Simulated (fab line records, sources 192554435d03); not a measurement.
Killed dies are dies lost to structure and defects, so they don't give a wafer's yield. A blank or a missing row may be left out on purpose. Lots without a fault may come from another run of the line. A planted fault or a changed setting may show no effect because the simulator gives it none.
Split-lot experiment | flow n5_finfet | 7 lots, 21 wafers read, on a route of 1938 steps

THE SPLIT
At N5_PMOS_HMC_CHANNEL_EPI_PEB_07 (peb time 60 s), the setting peb_temp_c was moved away from the recipe's 110 C on 5 of the 21 wafers read, by -2.7% to +1.6%. The other wafers ran this setting at the recipe's value.

FROM THE SPLIT TO THE READING: what the file shows between them, 1 step
- N5_PMOS_HMC_CHANNEL_EPI_DEVELOP_08: develop time 30 s

THE READING
cd_nm, in nm, at N5_PMOS_HMC_CHANNEL_EPI_CD_MEAS_09 (target cd 237.4 nm). Fault-free wafers of this fab line usually give 237.5 nm, standard deviation 0.91 nm.

wafer  | tool, chamber at the split | peb_temp_c as run, C | against the recipe | cd_nm, nm | against lot-mates on the recipe
L078.1 | litho_track-03, 0          | 108.9                | -1.0%              | 232.9     | -4.2
L078.2 | litho_track-03, 0          | 110                  | recipe             | 236.8     | -
L078.4 | litho_track-03, 0          | 110                  | recipe             | 237.3     | -
L079.4 | litho_track-03, 0          | 110                  | recipe             | 235.9     | -
L079.5 | litho_track-03, 0          | 110                  | recipe             | 236.8     | -
L079.6 | litho_track-03, 0          | 110                  | recipe             | 237.9     | -
L080.2 | litho_track-03, 0          | 110                  | recipe             | 238.8     | -
L080.3 | litho_track-03, 0          | 110                  | recipe             | 237.6     | -
L080.5 | litho_track-03, 0          | 108.6                | -1.3%              | 233.8     | -4.4
L081.1 | litho_track-03, 0          | 107                  | -2.7%              | 228.2     | -8.7
L081.2 | litho_track-03, 0          | 110                  | recipe             | 236.9     | -
L081.3 | litho_track-03, 0          | 110                  | recipe             | 236.9     | -
L083.2 | litho_track-05, 0          | 111.8                | +1.6%              | 242.3     | +5.0
L083.3 | litho_track-05, 0          | 110                  | recipe             | 237.3     | -
L083.4 | litho_track-05, 0          | 111.8                | +1.6%              | 242.5     | +5.2
L084.1 | litho_track-05, 0          | 110                  | recipe             | 238.4     | -
L084.2 | litho_track-05, 0          | 110                  | recipe             | 235.9     | -
L084.4 | litho_track-05, 0          | 110                  | recipe             | 237.5     | -
L095.2 | litho_track-01, 0          | 110                  | recipe             | 238.4     | -
L095.3 | litho_track-01, 0          | 110                  | recipe             | 237.0     | -
L095.5 | litho_track-01, 0          | 110                  | recipe             | 237.1     | -

THE FIT
A straight line over all 21 wafers: cd_nm changes by +3.26 nm for each +1% of peb_temp_c; r = +0.97; the points scatter about the line by 0.79 nm.
The same after taking each lot's own level away (the mean of its wafers on the recipe; 21 wafers): +3.25 nm for each +1%; r = +0.98; scatter 0.66 nm.
On that fit, the largest move of peb_temp_c shifts the reading by 8.9 nm.
The lots' own levels span 236.87 to 238.20 nm, that is 1.5 times the standard deviation above.
So the lot-to-lot level changes the slope little: the two slopes agree.
Check: with one of the wafers moved furthest among these (-2.7%) left out of the fit, the line predicts -9.15 nm for it against its lot-mates. It came out at -8.7 nm against them.

OTHER SPLITS ON THESE WAFERS
These wafers also went through other splits before the reading. Each is held against what the fit with the lots' levels taken away leaves over:
other split on the same wafers          | wafers away from the commonest value | r with cd_nm (lot level and that fit taken away)
N5_ZERO_LAYER_EXPOSE_08 dose_mj         | 7                                    | -0.16
N5_ZERO_LAYER_DEVELOP_10 develop_time_s | 5                                    | +0.06

THE WHOLE CHAIN: every reading that the file lists as answering this split, in the file's order
step                               | what it does                                                           | reading                                                                     | change (the file's fit)              | r (the file's)
N5_PMOS_HMC_CHANNEL_EPI_CD_MEAS_09 | target cd 237.4 nm                                                     | cd_nm                                                                       | +3.29 nm for each +1% of the setting | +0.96
N5_PMOS_HMC_CHANNEL_EPI_DESCUM_14  | chemistry O2, time 7.9 s                                               | PMOS_HMC_CHANNEL_EPI.cd_nm (the simulator's own value, which no gauge read) | +3.17 nm for each +1% of the setting | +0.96
N5_PMOS_HMC_CHANNEL_EPI_ETCH_32    | etches BARC in N2/H2, stops on SiO2, target depth 85.8 nm, time 50.3 s | PMOS_HMC_CHANNEL_EPI.cd_nm (the simulator's own value, which no gauge read) | +3.13 nm for each +1% of the setting | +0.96

THE FILE'S OWN FIT
cd_nm changes by +3.29 nm for each +1% of peb_temp_c, r = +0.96.
